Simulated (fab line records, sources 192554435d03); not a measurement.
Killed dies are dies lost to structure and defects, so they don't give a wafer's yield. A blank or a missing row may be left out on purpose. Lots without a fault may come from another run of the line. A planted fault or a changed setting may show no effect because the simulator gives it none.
Chamber matching | flow n5_finfet | N5_BEOL_M6_CURE_74 on uv_cure-01: 3 sister chambers
The step cures SiCOH lowk, time 240 s. 3 wafers are shown with their chamber, then 12 later ones without.

WAFERS WITH THEIR CHAMBER
wafer  | chamber | wafer_temp_C_max
L077.6 | 0       | 385.9
L079.5 | 1       | 386.3
L084.5 | 2       | 386.5

WAFERS WITHOUT THEIR CHAMBER
wafer  | wafer_temp_C_max
L088.3 | 386.1
L088.4 | 385.8
L088.5 | 386.7
L087.2 | 386.2
L087.3 | 386.0
L087.4 | 386.2
L096.1 | 386.3
L096.2 | 386.1
L096.6 | 386.7
L097.1 | 386.7
L097.2 | 386.4
L097.4 | 386.8

WHICH CHAMBER EACH WENT THROUGH
wafer  | from the rows above          | in truth
L088.3 | can't be placed: 1 or 0 or 2 | 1
L088.4 | 0                            | 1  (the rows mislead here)
L088.5 | can't be placed: 2 or 1      | 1
L087.2 | can't be placed: 1 or 0 or 2 | 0
L087.3 | can't be placed: 0 or 1      | 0
L087.4 | can't be placed: 1 or 0 or 2 | 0
L096.1 | can't be placed: 1 or 2      | 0
L096.2 | can't be placed: 1 or 0 or 2 | 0
L096.6 | can't be placed: 2 or 1      | 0
L097.1 | can't be placed: 2 or 1      | 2
L097.2 | can't be placed: 1 or 2      | 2
L097.4 | can't be placed: 2 or 1      | 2
Placed correctly: 0 of 12. Can't be placed from these rows: 11 (the true chamber is among the candidates in 9). Placed wrongly: 1.
How it was worked out, from the rows above alone: a wafer's distance from a chamber is the root of the sum, over the readings, of the square of ((its reading less the chamber's mean) divided by the reading's scatter). The wafer belongs to the nearest chamber; if the next one is less than 2 further off, it can't be placed. A chamber's mean is the mean of its shown wafers. The scatter: with one shown wafer a chamber, the root of the mean of the squares of how far each hidden wafer lies from its nearest shown one.
